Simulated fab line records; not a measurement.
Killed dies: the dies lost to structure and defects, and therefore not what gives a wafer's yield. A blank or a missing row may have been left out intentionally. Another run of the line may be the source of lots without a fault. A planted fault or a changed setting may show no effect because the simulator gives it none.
Check of tool commonality -- flow n5 finfet -- Sample size 8 lots and 24 wafers

== WHY IT WAS OPENED ==
At N5_BEOL_M2_INSPECT_59 the reading raw defect count is flagged on 2 of 8 lots. Wafers without a fault read 69, standard deviation 20.
Rule: a lot is flagged in two cases, either no wafer of it has a number, or all its wafers with numbers fall more than 4 standard deviations from that mean. The rest of the lots are taken to be sound.

lot,measured,on,"raw defect count, wafer by wafer",flag
L156,day 6 22:55,defect inspect-01,52 54 50,
L157,day 7 02:46,defect inspect-02,62 60 59,
L159,day 7 11:20,defect inspect-02,60 57 45,
L158,day 7 11:41,defect inspect-02,77 48 87,
L166,day 9 13:42,defect inspect-02,335 339 387,FLAGGED
L168,day 9 20:18,defect inspect-01,312 285 321,FLAGGED
L174,day 11 19:41,defect inspect-01,77 60 49,
L179,day 12 15:53,defect inspect-02,79 72 104,
On average the flagged lots' numbers are 330, which is +261 against the usual, or +13 standard deviations.

== WHICH TOOL RAN EACH LOT ==
4 process steps preceding the reading are held in the record, out of 1938 steps in the route. Each cell gives the tool, then ch followed by the chambers the sampled wafers passed through, then the start.
lot,flag,N5_BEOL_M2_ANNEAL_89,N5_BEOL_M2_SPUTTER_94,N5_BEOL_M2_CMP_52,N5_BEOL_M2_PRE_CLEAN_60
L156,,"pvd sputter-03, day 6 21:03","pvd sputter-03, day 6 21:38","cmp-02 ch 0,2,3, day 6 22:20","cvd co-01 ch 1,2, day 6 22:40"
L157,,"pvd sputter-02, day 7 00:52","pvd sputter-02, day 7 01:26","cmp-02 ch 0,2,3, day 7 02:14","cvd co-01 ch 1,2, day 7 02:29"
L159,,"pvd sputter-02, day 7 09:26","pvd sputter-02, day 7 10:01","cmp-02 ch 0,2,3, day 7 10:46","cvd co-02 ch 1,2, day 7 11:04"
L158,,"pvd sputter-03, day 7 09:38","pvd sputter-03, day 7 10:13","cmp-03 ch 0,1, day 7 10:56","cvd co-02 ch 0,2, day 7 11:24"
L166,FLAGGED,"pvd sputter-03, day 9 11:49","pvd sputter-03, day 9 12:23","cmp-02 ch 1,3, day 9 13:07","cvd co-02 ch 0,2, day 9 13:27"
L168,FLAGGED,"pvd sputter-03, day 9 18:26","pvd sputter-03, day 9 19:01","cmp-01 ch 1,2,3, day 9 19:48","cvd co-02 ch 0,1,2, day 9 20:04"
L174,,"pvd sputter-03, day 11 16:40","pvd sputter-03, day 11 17:14","cmp-02 ch 0,1, day 11 18:55","cvd co-01 ch 0,1,2, day 11 19:26"
L179,,"pvd sputter-01, day 12 13:58","pvd sputter-01, day 12 14:33","cmp-03 ch 0,2,3, day 12 15:19","cvd co-01 ch 1,2, day 12 15:38"
What these steps do:
- N5_BEOL_M2_ANNEAL_89: time 240 s.
- N5_BEOL_M2_SPUTTER_94: material Cu, target thk 4.5 nm, time 8.29 s.
- N5_BEOL_M2_CMP_52: polishes, stops on SiOC, t overpolish 6.8 s, target thk 40 nm.
- N5_BEOL_M2_PRE_CLEAN_60: time 15 s.
- N5_BEOL_M2_INSPECT_59: inspects for defects (darkfield).

== FLAGGED OVER TOTAL, TOOL BY TOOL (the gauges that took the reading come last) ==
step,tool,lots run,flagged,share of the flagged lots,sound lots run after its first flagged lot
N5_BEOL_M2_ANNEAL_89,pvd sputter-01,1,0,none,-
N5_BEOL_M2_ANNEAL_89,pvd sputter-02,2,0,none,-
N5_BEOL_M2_ANNEAL_89,pvd sputter-03,5,2,all,1 (L174)
N5_BEOL_M2_SPUTTER_94,pvd sputter-01,1,0,none,-
N5_BEOL_M2_SPUTTER_94,pvd sputter-02,2,0,none,-
N5_BEOL_M2_SPUTTER_94,pvd sputter-03,5,2,all,1 (L174)
N5_BEOL_M2_CMP_52,cmp-01,1,1,some,0
N5_BEOL_M2_CMP_52,cmp-02,5,1,some,1 (L174)
N5_BEOL_M2_CMP_52,cmp-03,2,0,none,-
N5_BEOL_M2_PRE_CLEAN_60,cvd co-01,4,0,none,-
N5_BEOL_M2_PRE_CLEAN_60,cvd co-02,4,2,all,0
N5_BEOL_M2_INSPECT_59,defect inspect-01,3,1,some,1 (L174)
N5_BEOL_M2_INSPECT_59,defect inspect-02,5,1,some,1 (L179)

== WHAT THE TABLE PERMITS ==
pvd sputter-03 at N5_BEOL_M2_ANNEAL_89, pvd sputter-03 at N5_BEOL_M2_SPUTTER_94 and cvd co-02 at N5_BEOL_M2_PRE_CLEAN_60: these 3 rows of the table ran every flagged lot.
- pvd sputter-03 at N5_BEOL_M2_ANNEAL_89 ran 5 lots, 2 of them flagged. Sound lots followed the first flagged one (L174) on it, something a lasting fault affecting the whole tool could not allow.
- pvd sputter-03 at N5_BEOL_M2_SPUTTER_94 ran 5 lots, 2 of them flagged. Sound lots followed the first flagged one (L174) on it, something a lasting fault affecting the whole tool could not allow.
- cvd co-02 at N5_BEOL_M2_PRE_CLEAN_60 ran 4 lots, 2 of them flagged. It ran its last sound lot, L158, at day 7 11:24 and its first flagged lot, L166, at day 9 13:27: a fault with its onset between the two fits.
One tool is left: cvd co-02 at N5_BEOL_M2_PRE_CLEAN_60.

== WHAT THE SIMULATOR HAD INSERTED ==
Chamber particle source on cvd co-02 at N5_BEOL_M2_PRE_CLEAN_60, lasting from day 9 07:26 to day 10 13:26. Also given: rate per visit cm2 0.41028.
Shown lots that were struck: L166, L168. The rule given above showed the same thing.
